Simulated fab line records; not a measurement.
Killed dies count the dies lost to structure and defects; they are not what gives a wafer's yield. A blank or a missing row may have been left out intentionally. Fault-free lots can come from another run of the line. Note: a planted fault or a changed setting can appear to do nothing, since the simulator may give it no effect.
Chamber matching | flow n5Finfet | N5_BEOL_M6_CURE_75 on uvCure-03: 3 sister chambers
The step cures SiCOH lowk, time 120 s. 6 wafers are shown with their chamber, then 10 later ones without.

## WAFERS, EACH WITH ITS CHAMBER
wafer  | chamber | wafer_temp_C_max | lampPowerPct (%)
L084.3 | 0       | 371.5            | 52.17
L084.5 | 0       | 371.3            | 52.13
L086.4 | 1       | 371.5            | 52.33
L086.6 | 1       | 372.2            | 52.24
L092.1 | 2       | 371.5            | 52.25
L092.4 | 2       | 371.7            | 52.38

## WAFERS WITHOUT THEIR CHAMBER
wafer  | wafer_temp_C_max | lampPowerPct (%)
L092.5 | 374.1            | 52.30
L095.2 | 371.3            | 52.33
L095.4 | 371.2            | 52.30
L095.6 | 371.2            | 52.29
L096.1 | 371.3            | 52.41
L096.2 | 371.1            | 52.43
L096.6 | 371.2            | 52.32
L097.1 | 371.8            | 52.39
L097.2 | 371.6            | 52.31
L097.4 | 371.5            | 52.32

## CHAMBER TAKEN BY EACH
wafer  | from the rows above          | in truth
L092.5 | can't be placed: 1 or 2 or 0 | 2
L095.2 | can't be placed: 2 or 1 or 0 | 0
L095.4 | can't be placed: 2 or 1 or 0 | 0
L095.6 | can't be placed: 2 or 1 or 0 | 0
L096.1 | can't be placed: 2 or 1      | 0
L096.2 | can't be placed: 2 or 1 or 0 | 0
L096.6 | can't be placed: 2 or 1 or 0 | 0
L097.1 | can't be placed: 2 or 1      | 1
L097.2 | can't be placed: 2 or 1      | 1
L097.4 | can't be placed: 2 or 1      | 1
Placed correctly: 0 of 10. Cannot be placed on the basis of these rows: 10; the candidates contain the true chamber in 9. Wrongly placed: 0.
How it was worked out, from the rows above alone: a wafer's distance from a chamber is the root of the sum, over the readings, of the square of ((its reading less the chamber's mean) divided by the reading's scatter). The wafer belongs to the nearest chamber; if the next one is less than 2 further off, it can't be placed. A chamber's mean is the mean of its shown wafers. The scatter: the root of (the sum of the squares of (reading less its chamber's mean) over the shown wafers, divided by (wafers less chambers)).
